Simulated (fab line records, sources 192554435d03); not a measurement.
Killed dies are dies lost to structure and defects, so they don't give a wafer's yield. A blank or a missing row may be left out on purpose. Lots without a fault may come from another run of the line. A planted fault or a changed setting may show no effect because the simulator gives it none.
A struck lot beside a sound one | flow n5_finfet | 14 steps out of a route of 1938
Sound: wafers L777.1, L777.3, L777.5. Struck: wafer L772.3. (L772.4 of the same lot was not struck and is left out.) The cause comes at the end.
At each step with rows: each side's tool, then ch and its chambers, then its first start. Under that, the readings that differ: sound wafers | struck wafers | difference of the means | sigmas: that difference in standard deviations of wafers without a fault.
alike: readings whose means differ by less than 2 such deviations, and words and numbers that are the same on both sides. not compared: withheld readings, readings that some wafer has no value for, bounds like >300 that may hide the same value, and numbers for which the record gives no deviation and whose values overlap.
The two part at a step that has a row with sigmas, a row that says differs or no value, or rows on one side only. Numbers that don't overlap but have no deviation are shown without sigmas and don't part them. A reading that every wafer of one side lacks parts them only if that side has two wafers or more.

first, 2 steps without rows for these wafers: N5_BEOL_M7_PRECLEAN_42 (cleans in residue remover, time 60 s); N5_BEOL_M7_SRD_43 (time 30 s).
N5_BEOL_M7_CD_MEAS_35: target cd 40 nm.
  sound on cd_sem-03, day 13 10:44; struck on cd_sem-03, day 11 20:53
  alike: cd_nm
then, 2 steps without rows for these wafers: N5_BEOL_M7_CURE_75 (cures SiCOH lowk, time 120 s); N5_BEOL_M7_DEGAS_44 (time 60 s).
N5_BEOL_M7_PRE_CLEAN_45: time 30 s.
  sound on pvd_sputter-02, day 13 12:14; struck on pvd_sputter-01, day 11 22:43
  alike: heater_power_w
N5_BEOL_M7_ALD_77: deposits TaN, target thk 2 nm, pulse time 2 s, purge time 3 s.
  sound on ald_metal-02 ch 1,2,3, day 13 12:25; struck on ald_metal-02 ch 3, day 11 22:50
  alike: heater_power_w
N5_BEOL_M7_SURFACE_TREAT_79:
  sound on pvd_sputter-02, day 13 12:49; struck on pvd_sputter-01, day 11 23:08
  alike: ar_flow_sccm
  not compared: throttle_valve_pct
then, 1 step without rows for these wafers: N5_BEOL_M7_CVD_78 (deposits Co from CCTBA/H2, target thk 2 nm, time 142.3 s).
N5_BEOL_M7_SPUTTER_48: material Cu, target thk 10 nm, time 1.667 s.
  sound on pvd_sputter-02, day 13 13:04; struck on pvd_sputter-01, day 11 23:23
  alike: throttle_valve_pct
then, 1 step without rows for these wafers: N5_BEOL_M7_ECD_50 (material Cu, target thk 300 nm).
N5_BEOL_M7_ANNEAL_51: time 90 s.
  sound on rtp_anneal-01 ch 0, day 13 13:21; struck on rtp_anneal-01 ch 0, day 11 23:41
  alike: wafer_temp_C_max
N5_BEOL_M7_CMP_52: polishes, stops on SiCOH lowk, t overpolish 6.9 s, target thk 80 nm.
  sound on cmp-04 ch 0,2, day 13 13:41; struck on cmp-02 ch 1, day 11 23:56
  reading                                | sound          | struck | difference | sigmas
  barrier_field_endpoint_s (s)           | 28.0 28.7 28.0 | 16.1   | -12.1      | -17
  time_to_endpoint_s (s)                 | 56.2 59.3 55.6 | 34.7   | -22.3      | -8
  model.Cu_of_BEOL_M7_ECD_50.thk_nm (nm) | 78.2 79 79.2   | 75.4   | -3.4       |
  alike: motor_current_A, overpolish_run_s, slurry_flow_ml_min
-- the record jumps here: 3 days lie between the struck wafers' starts before and after (it left off in module BEOL_M7 and takes up again in module PASSIVATION, whose first step shown is number 1936 of the route) --
N5_PASSIVATION_PROBE_49:
  sound on prober-01, day 16 16:11; struck on prober-01, day 15 04:26
  alike: defect_limited_yield, killed_at_M0_to_M3, killed_at_M4_up, killed_at_contacts, killed_at_front_end, killed_at_other, killed_dies, killed_open, killed_short, sort_bin_5_function, sort_bin_6_memory, sort_n_pass, sort_yield_pct

WHERE THEY PART
Only at N5_BEOL_M7_CMP_52, within this record. Later steps at which nothing parts them and some readings are alike: N5_PASSIVATION_PROBE_49.

WHY: what the simulator had put in
Process parameter drift: cmp-02, from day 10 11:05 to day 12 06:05, at N5_BEOL_M7_CMP_52. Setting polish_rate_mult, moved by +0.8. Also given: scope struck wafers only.
